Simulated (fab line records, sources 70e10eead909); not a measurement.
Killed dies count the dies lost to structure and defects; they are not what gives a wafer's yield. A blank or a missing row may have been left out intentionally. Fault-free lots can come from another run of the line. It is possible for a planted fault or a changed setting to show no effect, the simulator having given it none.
Problem report in the 8D (eight disciplines) form, filled by code / flow nand harc / the parts of the form that need people (team, actions taken, sign-off) are left out

## 1. WHAT IS WRONG
Mean of exposure dose mJ cm2 at NHARC_A_M0_EXPOSE_06: 81.61 across 6 wafers in 2 lots; on wafers with no fault it is 83.27 (standard deviation 0.081). That puts it -21 standard deviations away from the usual mean.
The step: exposes mask A M0, target cd 80 nm.
Earliest sighting: wafer L440.1 on arfi scanner-01 at day 19 17:53. At this step, 36 wafers from 12 lots have a number in the record. Rule for "out" (also "out of limits"): further than 4 standard deviations from the usual mean. The other wafers with a number count as sound.

## 2. WHAT IT IS; WHAT IT IS NOT
question=which readings at this step | is=exposure dose mJ cm2 | is not=stage vel mm s
question=which lots | is=L439, L440 | is not=L433, L435, L436, L437, L438, L447, L449, L452, L453, L454
question=which wafers of those lots | is=all that have a number | is not=-
question=read on which tools | is=arfi scanner-01 | is not=arfi scanner-02, arfi scanner-03
question=when | is=from day 19 17:53 | is not=up to then (15 sound wafers); but 15 sound wafers of L447, L449, L452, L453, L454 came after

## 3. SUSPECTS, AND WHAT RULES EACH OUT
Counting: a tool at any process step up to the reading remains a suspect when it ran all the lots that are out and ran no sound lot after the first of those.
- arfi scanner-01 at NHARC_A_M0_EXPOSE_06 (exposes mask A M0, target cd 80 nm): kept. It ran every lot that is out, first L440 (day 19 17:53), and no sound lot after that; its last sound lot up to then is L435 (day 18 08:34). Out on those wafers are its own readings of exposure dose mJ cm2.
Left after counting: arfi scanner-01 at NHARC_A_M0_EXPOSE_06.

## 4. THE CAUSE (what the simulator had put in)
Process parameter drift: arfi scanner-01, from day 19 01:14 on, at NHARC_A_M0_EXPOSE_06. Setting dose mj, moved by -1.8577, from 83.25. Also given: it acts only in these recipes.
Only this tool survived the counting.

## 5. SEQUENCE OF EFFECTS, ordered by route
Each row: a reading where the mean over the struck wafers with a number is more than 3 standard deviations away from the usual. Only readings whose record carries a usual standard deviation are examined. hours: median over the lots of the time between each lot's start at the first step of this table that gives one and its start at this step. sigmas: the change, counted in usual standard deviations.
hours=0; step=NHARC_A_M0_EXPOSE_06; reading=exposure dose mJ cm2; usual=83.27; on struck wafers=81.61; change=-1.66; sigmas=-21
Here are the process steps it includes:
- NHARC_A_M0_EXPOSE_06: exposes mask A M0, target cd 80 nm.
Later steps that measure or inspect, where all struck wafers having a row at the step show a number for every such reading and not one has moved that far: NHARC_END_SORT_01.

## 6. HOW IT WOULD HAVE BEEN CAUGHT EARLIER
In this record no reading fell out of limits until day 19 17:53, 17 hours after the fault had begun at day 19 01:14.
